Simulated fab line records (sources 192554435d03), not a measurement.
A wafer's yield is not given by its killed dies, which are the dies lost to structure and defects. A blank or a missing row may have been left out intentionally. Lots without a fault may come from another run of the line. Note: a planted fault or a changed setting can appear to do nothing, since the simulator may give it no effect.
Struck lot and sound lot, side by side || flow n5_finfet || 37 steps out of a route of 1938
Sound: wafers L825.1, L825.4, L825.6. Struck: wafer L842.4 (L842.3, L842.6, from the same lot, were not struck and are left out); the cause is given at the end.
Each step with rows lists, per side, the tool, then ch with its chambers, then its first start. Under that, the readings that differ: sound wafers || struck wafers || difference of the means || sigmas: that difference in standard deviations of wafers without a fault.
alike: readings whose means differ by less than 2 such deviations, and words and numbers that are the same on both sides. not compared: withheld readings, readings that some wafer has no value for, bounds like >300 that may hide the same value, and numbers for which the record gives no deviation and whose values overlap.
The two part at a step that has a row with sigmas, a row that says differs or no value, or rows on one side only. Numbers that don't overlap but have no deviation are shown without sigmas and don't part them. A reading that every wafer of one side lacks parts them only if that side has two wafers or more.

first, 9 steps without rows for these wafers: N5_BEOL_M6_ALD_77 (deposits TaN, target thk 2 nm, pulse time 2 s, purge time 3 s); N5_BEOL_M6_SURFACE_TREAT_79; N5_BEOL_M6_CVD_78 (deposits Co from CCTBA/H2, target thk 2 nm, time 142.3 s); N5_BEOL_M6_SPUTTER_48 (material Cu, target thk 10 nm, time 1.667 s); N5_BEOL_M6_ECD_50 (material Cu, target thk 300 nm); N5_BEOL_M6_ANNEAL_51 (time 90 s); N5_BEOL_M6_CMP_52 (polishes, stops on SiCOH lowk, t overpolish 6.9 s, target thk 80 nm); N5_BEOL_M6_PRE_CLEAN_55 (time 15 s); N5_BEOL_M6_DEP_56 (deposits SiCN from 3MS/NH3, target thk 10 nm, time 17.5 s).
N5_BEOL_M7_ILD_DEP_00: deposits SiCOH lowk from DEMS/porogen, target thk 179.75 nm, time 33.4 s.
  sound on pecvd-04 ch 0,1,2, day 8 17:35; struck on pecvd-04 ch 2, day 13 05:47
{"reading": "model.SiCOH_lowk_of_BEOL_M7_ILD_DEP_00.thk_nm (nm)", "sound": "177 182 180.2", "struck": 146.4, "difference": -33.3, "sigmas": ""}
  alike: heater_power_w, showerhead_plenum_p_Torr, throttle_valve_pct
  not compared: since_wet_clean_h
then, 1 step without rows for these wafers: N5_BEOL_M7_CURE_74 (cures SiCOH lowk, time 240 s).
N5_BEOL_M7_THK_MEAS_01:
  struck on film_metro-01, day 13 06:22; sound on film_metro-02, day 8 18:11
{"reading": "M7_ILD_THK (nm)", "sound": "152.6 157.1 155.4", "struck": 126.0, "difference": -29.0, "sigmas": -13}
then, 23 steps without rows for these wafers: N5_BEOL_M7_PECVD_70 (deposits SiO2 from TEOS/O2, target thk 20 nm, time 22.7 s); N5_BEOL_M7_HM_DEP_02 (deposits TiN, target thk 20 nm); N5_BEOL_M7_COAT_59 (time 60 s, resist thk 100 nm); N5_BEOL_M7_COAT_60 (time 60 s, resist thk 35 nm); N5_BEOL_M7_COAT_05 (resist thk 90 nm); N5_BEOL_M7_EBR_07; N5_BEOL_M7_SOFTBAKE_06 (time 60 s); N5_BEOL_M7_EXPOSE_08 (exposes mask M7); N5_BEOL_M7_PEB_09 (peb time 60 s); N5_BEOL_M7_DEVELOP_10 (develop time 30 s); N5_BEOL_M7_DESCUM_16 (chemistry O2, time 7.9 s); N5_BEOL_M7_ETCH_61 (etches SiARC in CF4, target depth 45.5 nm, time 75.8 s); N5_BEOL_M7_ETCH_62 (etches SOC in N2/H2, target depth 110 nm, overetch 22 nm, time 165 s); N5_BEOL_M7_STRIP_68 (strips in N2/H2); N5_BEOL_M7_STRIP_67 (strips in CF4); N5_BEOL_M7_HM_OPEN_17 (chemistry Cl2/BCl3, target TiN, target depth 20 nm, overetch 6 nm); N5_BEOL_M7_STRIP_19 (strips in O2); N5_BEOL_M7_COAT_63 (time 60 s, resist thk 60 nm); N5_BEOL_M7_COAT_64 (time 60 s, resist thk 12 nm); N5_BEOL_M7_COAT_71 (time 60 s, resist thk 5 nm); N5_BEOL_M7_COAT_22 (resist thk 30 nm); N5_BEOL_M7_EBR_24; N5_BEOL_M7_SOFTBAKE_23 (time 60 s).
N5_BEOL_M7_CMP_52: polishes, stops on SiCOH lowk, t overpolish 6.9 s, target thk 80 nm.
  sound on cmp-04 ch 1,3, day 8 23:44; struck on cmp-03 ch 0, day 13 12:14
{"reading": "model.SiCOH_lowk_of_BEOL_M7_ILD_DEP_00.thk_nm (nm)", "sound": "149.6 154 152.4", "struck": 123, "difference": -29, "sigmas": ""}
  alike: motor_current_A, slurry_filter_dp_kPa
N5_PASSIVATION_PROBE_49:
  the record holds rows for the sound wafers here (prober-01, day 12 00:34) but none for the struck ones

== WHERE THEY PART ==
First at N5_BEOL_M7_THK_MEAS_01; last, within this record, at N5_PASSIVATION_PROBE_49.

WHY: what the simulator had put in
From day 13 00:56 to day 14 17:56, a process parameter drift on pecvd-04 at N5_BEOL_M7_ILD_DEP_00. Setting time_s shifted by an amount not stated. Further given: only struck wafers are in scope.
